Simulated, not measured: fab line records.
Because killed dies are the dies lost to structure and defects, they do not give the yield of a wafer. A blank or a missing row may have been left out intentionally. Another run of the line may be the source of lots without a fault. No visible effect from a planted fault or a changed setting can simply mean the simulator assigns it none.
Matching of chambers / flow n5 finfet / rie diel-04 running N5_BEOL_M7_ETCH_66: 4 sister chambers
The step etches SOC in N2/H2, target depth 80 nm, overetch 16 nm, time 120 s. 4 wafers are shown with their chamber, then 9 later ones without.

## EACH WAFER AND ITS CHAMBER
wafer=L080.1; chamber=0; drypump motor current A (A)=6.3
wafer=L086.3; chamber=2; drypump motor current A (A)=5.6
wafer=L086.4; chamber=3; drypump motor current A (A)=5.5
wafer=L086.5; chamber=1; drypump motor current A (A)=5.6

## WAFERS WITHOUT THEIR CHAMBER
wafer=L090.1; drypump motor current A (A)=5.6
wafer=L090.2; drypump motor current A (A)=5.6
wafer=L090.6; drypump motor current A (A)=5.6
wafer=L094.1; drypump motor current A (A)=6.3
wafer=L094.5; drypump motor current A (A)=6.3
wafer=L094.6; drypump motor current A (A)=5.4
wafer=L096.1; drypump motor current A (A)=6.3
wafer=L096.2; drypump motor current A (A)=5.5
wafer=L096.3; drypump motor current A (A)=5.6

## WHICH CHAMBER EACH ONE RAN IN
wafer=L090.1; from the rows above=can't be placed: 1 or 2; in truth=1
wafer=L090.2; from the rows above=can't be placed: 1 or 2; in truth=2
wafer=L090.6; from the rows above=can't be placed: 1 or 2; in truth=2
wafer=L094.1; from the rows above=0; in truth=0
wafer=L094.5; from the rows above=0; in truth=0
wafer=L094.6; from the rows above=3; in truth=3
wafer=L096.1; from the rows above=0; in truth=0
wafer=L096.2; from the rows above=3; in truth=3
wafer=L096.3; from the rows above=can't be placed: 1 or 2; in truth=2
Correctly placed: 5 of 9. Not placeable from these rows: 4 (in 4, the candidates include the true chamber). Placed wrongly: 0.
How it was worked out, from the rows above alone: a wafer's distance from a chamber is the root of the sum, over the readings, of the square of ((its reading less the chamber's mean) divided by the reading's scatter). If the next closest chamber is less than 2 further off than the closest, the wafer can't be placed; otherwise it belongs to the closest. A chamber's mean is the mean of its shown wafers. The scatter (one wafer shown for each chamber): square how far every hidden wafer sits from the nearest shown wafer, average those squares and take the square root.
